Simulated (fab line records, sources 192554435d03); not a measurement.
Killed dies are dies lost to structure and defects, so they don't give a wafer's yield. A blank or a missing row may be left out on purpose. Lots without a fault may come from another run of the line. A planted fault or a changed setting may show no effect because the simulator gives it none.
Which tool did it? | flow n5_finfet | 8 lots, 24 wafers sampled, at 6 steps of a route of 1938

WHAT THE GAUGES READ, wafer by wafer
N5_BEOL_M0_CUTY_INSPECT_59: inspects for defects (macro).
lot  | measured     | on                | raw_defect_count
L731 | day 6 13:28  | defect_inspect-01 | 3 2 5
L732 | day 6 20:11  | defect_inspect-01 | 0 0 2
L739 | day 8 12:54  | defect_inspect-01 | 4 36 3
L740 | day 8 17:24  | defect_inspect-01 | 5 1 38
L742 | day 9 03:50  | defect_inspect-01 | 2 3 1
L743 | day 9 12:39  | defect_inspect-02 | 2 0 3
L745 | day 9 21:58  | defect_inspect-02 | 1 1 2
L748 | day 10 17:16 | defect_inspect-02 | 3 1 3

N5_BEOL_M4_RC_MEAS_101.
lot  | measured     | on        | DIBL_N (mV/V)  | DIBL_P (mV/V)  | IOFF_N (nA/um)    | IOFF_P (nA/um)    | ION_N (uA/um) | ION_P (uA/um) | SS_N (mV/dec)  | SS_P (mV/dec)  | VT_N (mV)         | VT_P (mV)
L731 | day 9 01:41  | prober-02 | 34.9 33.5 35.1 | 35.5 33.6 36.0 | 0.155 0.128 0.159 | 0.228 0.191 0.224 | 680 667 687   | 471 466 471   | 71.6 71.3 72.0 | 73.5 72.9 73.1 | 249.3 252.2 249.7 | -249 -252 -247
L732 | day 9 03:20  | prober-01 | 37.1 36.6 36.3 | 37.2 36.7 36.3 | 0.180 0.178 0.169 | 0.253 0.256 0.241 | 687 675 684   | 474 468 475   | 71.6 71.7 71.6 | 73.5 72.6 73.6 | 247.7 247.2 244.9 | -247 -246 -245
L739 | day 11 02:08 | prober-02 | 39.2 40.3 38.9 | 39.4 40.9 39.0 | 0.188 0.209 0.170 | 0.213 0.247 0.197 | 679 668 674   | 461 456 455   | 72.3 72.9 72.2 | 74.0 75.4 74.6 | 248.0 247.4 250.9 | -251 -249 -254
L740 | day 11 04:09 | prober-01 | 35.7 37.9 36.0 | 35.4 37.3 35.4 | 0.134 0.174 0.140 | 0.212 0.239 0.210 | 666 681 675   | 469 465 468   | 70.7 72.1 71.0 | 72.5 73.1 72.9 | 251.2 249.5 249.9 | -249 -246 -249
L742 | day 11 20:25 | prober-02 | 36.8 36.1 36.4 | 37.4 36.8 36.4 | 0.157 0.154 0.155 | 0.227 0.219 0.219 | 668 678 678   | 458 468 469   | 72.0 71.6 70.4 | 74.0 73.4 73.7 | 251.6 250.2 251.5 | -247 -249 -249
L743 | day 11 23:23 | prober-01 | 39.6 37.6 34.9 | 40.9 37.6 34.8 | 0.225 0.175 0.131 | 0.299 0.239 0.190 | 692 680 664   | 480 467 463   | 72.1 71.7 70.7 | 74.3 73.3 73.4 | 245.3 248.3 250.8 | -246 -248 -249
L745 | day 12 06:28 | prober-02 | 35.3 36.1 35.7 | 34.2 35.6 35.5 | 0.112 0.127 0.127 | 0.167 0.185 0.185 | 653 663 666   | 454 462 462   | 71.0 71.2 71.4 | 72.3 73.1 73.3 | 253.4 254.9 253.7 | -255 -252 -252
L748 | day 13 06:30 | prober-01 | 36.0 35.5 34.7 | 36.0 34.9 33.0 | 0.152 0.131 0.125 | 0.212 0.190 0.175 | 674 667 667   | 466 456 465   | 71.5 71.3 71.0 | 72.5 72.5 72.0 | 253.1 253.4 252.4 | -250 -251 -250

WHICH TOOL RAN EACH LOT (tool, then ch and the chambers of the sampled wafers, then the start)
lot  | N5_BEOL_M0_SAQP_SPACER2_ETCHBACK_27 | N5_BEOL_M0_SAQP_CUT_ETCH_46        | N5_BEOL_M0_SAQP_ETCH_49            | N5_BEOL_M0_STRIP_104
L731 | rie_diel-03 ch 0,1,2, day 6 11:27   | rie_diel-03 ch 0,2, day 6 12:18    | rie_diel-04 ch 0,1,3, day 6 13:02  | rie_diel-02 ch 0,2,3, day 6 14:34
L732 | rie_diel-03 ch 1,2,3, day 6 18:06   | rie_diel-03 ch 0,2,3, day 6 19:01  | rie_diel-05 ch 0,2,3, day 6 19:46  | rie_diel-06 ch 0,1,3, day 6 21:04
L739 | rie_diel-03 ch 0,1,3, day 8 10:41   | rie_diel-03 ch 1,2, day 8 11:38    | rie_diel-04 ch 1,2,3, day 8 12:22  | rie_diel-01 ch 1,2,3, day 8 14:44
L740 | rie_diel-03 ch 0,1,3, day 8 15:25   | rie_diel-03 ch 0,2,3, day 8 16:07  | rie_diel-05 ch 0,2, day 8 16:51    | rie_diel-06 ch 0,2,3, day 8 20:55
L742 | rie_diel-04 ch 0,1,2, day 9 01:23   | rie_diel-03 ch 1,2,3, day 9 02:05  | rie_diel-03 ch 1,2, day 9 03:25    | rie_diel-01 ch 1,3, day 9 06:06
L743 | rie_diel-04 ch 0,1,3, day 9 10:34   | rie_diel-03 ch 1,2,3, day 9 11:25  | rie_diel-05 ch 0,2,3, day 9 12:14  | rie_diel-06 ch 0,2,3, day 9 14:40
L745 | rie_diel-05 ch 0,2,3, day 9 19:50   | rie_diel-03 ch 0,1,2, day 9 20:41  | rie_diel-03 ch 2,3, day 9 21:25    | rie_diel-01 ch 0,3, day 9 22:45
L748 | rie_diel-05 ch 0,1,3, day 10 15:15  | rie_diel-05 ch 0,1,3, day 10 15:58 | rie_diel-05 ch 0,2,3, day 10 16:43 | rie_diel-06 ch 0,2,3, day 10 18:18
- N5_BEOL_M0_SAQP_SPACER2_ETCHBACK_27: etches SiO2 in CHF3/O2, target depth 22.5 nm, time 11.25 s.
- N5_BEOL_M0_SAQP_CUT_ETCH_46: etches SOC in N2/H2, target depth 135 nm, overetch 27 nm, time 202.5 s.
- N5_BEOL_M0_SAQP_ETCH_49: etches SiO2 in CF4/O2, target depth 37 nm.
- N5_BEOL_M0_STRIP_104: strips in N2/H2.

WHAT THE TOOLS THEMSELVES READ (means of the sampled wafers that have a number; where no wafer has one, the mark that the record gives instead)
N5_BEOL_M0_SAQP_SPACER2_ETCHBACK_27.
lot  | tool        | drypump_motor_current_A (A) | oes_f_703_au (a.u.) | oes_product_au (a.u.) | rf_vpp_V (V) | showerhead_plenum_p_Torr (Torr) | throttle_valve_pct (%)
L731 | rie_diel-03 | 5.9                         | 0.79                | 0.79                  | 521          | 2.39                            | 18.86
L732 | rie_diel-03 | 6.1                         | 0.86                | 0.87                  | 520          | 2.44                            | 18.84
L739 | rie_diel-03 | 5.8                         | 0.81                | 0.81                  | 520          | 2.43                            | 18.99
L740 | rie_diel-03 | 5.8                         | 0.80                | 0.81                  | 520          | 2.43                            | 19.00
L742 | rie_diel-04 | 5.5                         | 0.77                | 0.77                  | 518          | 2.41                            | 18.91
L743 | rie_diel-04 | 5.9                         | 0.78                | 0.77                  | 515          | 2.35                            | 18.96
L745 | rie_diel-05 | 5.7                         | 0.80                | 0.80                  | 523          | 2.42                            | 18.91
L748 | rie_diel-05 | 5.6                         | 0.79                | 0.80                  | 521          | 2.42                            | 18.90

N5_BEOL_M0_SAQP_CUT_ETCH_46.
lot  | tool        | drypump_motor_current_A (A) | n2_flow_sccm (sccm) | rf_vpp_V (V) | showerhead_plenum_p_Torr (Torr) | throttle_valve_pct (%)
L731 | rie_diel-03 | 5.9                         | 200.1               | 524.5        | 2.57                            | 17.64
L732 | rie_diel-03 | 5.9                         | 199.9               | 526.9        | 2.62                            | 17.78
L739 | rie_diel-03 | 6.1                         | 200.1               | 521.6        | 2.47                            | 17.71
L740 | rie_diel-03 | 5.9                         | 199.8               | 526.0        | 2.61                            | 17.80
L742 | rie_diel-03 | 6.1                         | 199.9               | 524.9        | 2.57                            | 17.76
L743 | rie_diel-03 | 6.1                         | 200.0               | 524.4        | 2.56                            | 17.78
L745 | rie_diel-03 | 5.9                         | 200.3               | 522.9        | 2.51                            | 17.77
L748 | rie_diel-05 | 5.7                         | 200.0               | 523.6        | 2.56                            | 17.84

N5_BEOL_M0_SAQP_ETCH_49.
lot  | tool        | drypump_motor_current_A (A) | oes_f_703_au (a.u.) | oes_product_au (a.u.) | rf_vpp_V (V) | showerhead_plenum_p_Torr (Torr) | throttle_valve_pct (%)
L731 | rie_diel-04 | 5.9                         | 0.80                | 0.79                  | 236.3        | 2.16                            | 15.89
L732 | rie_diel-05 | 5.7                         | 0.82                | 0.82                  | 240.5        | 2.22                            | 15.82
L739 | rie_diel-04 | 5.4                         | 0.79                | 0.78                  | 237.4        | 2.18                            | 15.88
L740 | rie_diel-05 | 5.7                         | 0.86                | 0.86                  | 240.7        | 2.26                            | 15.78
L742 | rie_diel-03 | 6.1                         | 0.80                | 0.80                  | 238.1        | 2.19                            | 15.73
L743 | rie_diel-05 | 5.7                         | 0.79                | 0.80                  | 241.1        | 2.21                            | 15.85
L745 | rie_diel-03 | 6.1                         | 0.85                | 0.86                  | 239.7        | 2.27                            | 15.76
L748 | rie_diel-05 | 5.7                         | 0.79                | 0.79                  | 240.9        | 2.21                            | 15.87

N5_BEOL_M0_STRIP_104.
lot  | tool        | bias_power_w (W) | drypump_motor_current_A (A) | n2_flow_sccm (sccm) | oes_product_au (a.u.) | rf_vpp_V (V) | showerhead_plenum_p_Torr (Torr) | throttle_valve_pct (%)
L731 | rie_diel-02 | 7.003            | 5.8                         | 200.1               | 0.75                  | 58.2         | 2.50                            | 23.5
L732 | rie_diel-06 | 7.005            | 5.7                         | 199.8               | 0.88                  | 58.4         | 2.51                            | 23.7
L739 | rie_diel-01 | 7.005            | 5.6                         | 199.6               | 0.77                  | 58.6         | 2.65                            | 23.7
L740 | rie_diel-06 | 6.994            | 5.9                         | 199.9               | 0.81                  | 60.4         | 2.56                            | 23.9
L742 | rie_diel-01 | 7.006            | 6.0                         | 200.1               | 0.78                  | 59.9         | 2.66                            | 23.6
L743 | rie_diel-06 | 7.018            | 5.9                         | 200.4               | 0.80                  | 58.8         | 2.55                            | 24.0
L745 | rie_diel-01 | 7.023            | 6.0                         | 199.6               | 0.75                  | 58.3         | 2.57                            | 23.8
L748 | rie_diel-06 | 7.007            | 5.9                         | 200.5               | 0.79                  | 60.0         | 2.55                            | 23.9

THE ANSWER, worked out from the rows above alone
Rule: what is usual is taken from the lots themselves. Put in order of their means at a reading, lots are off if they are a third of the lots or fewer, leave a main group of 4 or more, and stand apart from it by a gap of 3 or more times the standard deviation of the main group's means; of several such gaps the widest counts. A main group whose means are all the same, to the digits that the tables above print for the reading, isn't used. A lot without any number at a reading at which 4 lots or more have one is off too. The other lots that the step has rows for count as sound. The gauges are gone through in route order, then the tools' own readings, and for those a lot's mean is taken as printed above. The first step at which some lot is off is used, and at that step the reading that is off furthest; a lot without a number counts as furthest.
Off: L739, L740, at N5_BEOL_M0_CUTY_INSPECT_59 (raw_defect_count). The main group: mean 1.9, standard deviation 0.83.
A tool fits if, at a process step before that reading, it ran every lot that is off, and no sound lot after the first of them. The gauges at N5_BEOL_M0_CUTY_INSPECT_59 are tried like those tools. One fits: rie_diel-03 at N5_BEOL_M0_SAQP_SPACER2_ETCHBACK_27. Its last sound lot is L732 (day 6 18:06), its first lot that is off L739 (day 8 10:41): a fault that began between those two fits.

WHAT THE SIMULATOR HAD PUT IN
Chamber particle source: rie_diel-03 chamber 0, from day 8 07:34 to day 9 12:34, at N5_BEOL_M0_SAQP_SPACER2_ETCHBACK_27. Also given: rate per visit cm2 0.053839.
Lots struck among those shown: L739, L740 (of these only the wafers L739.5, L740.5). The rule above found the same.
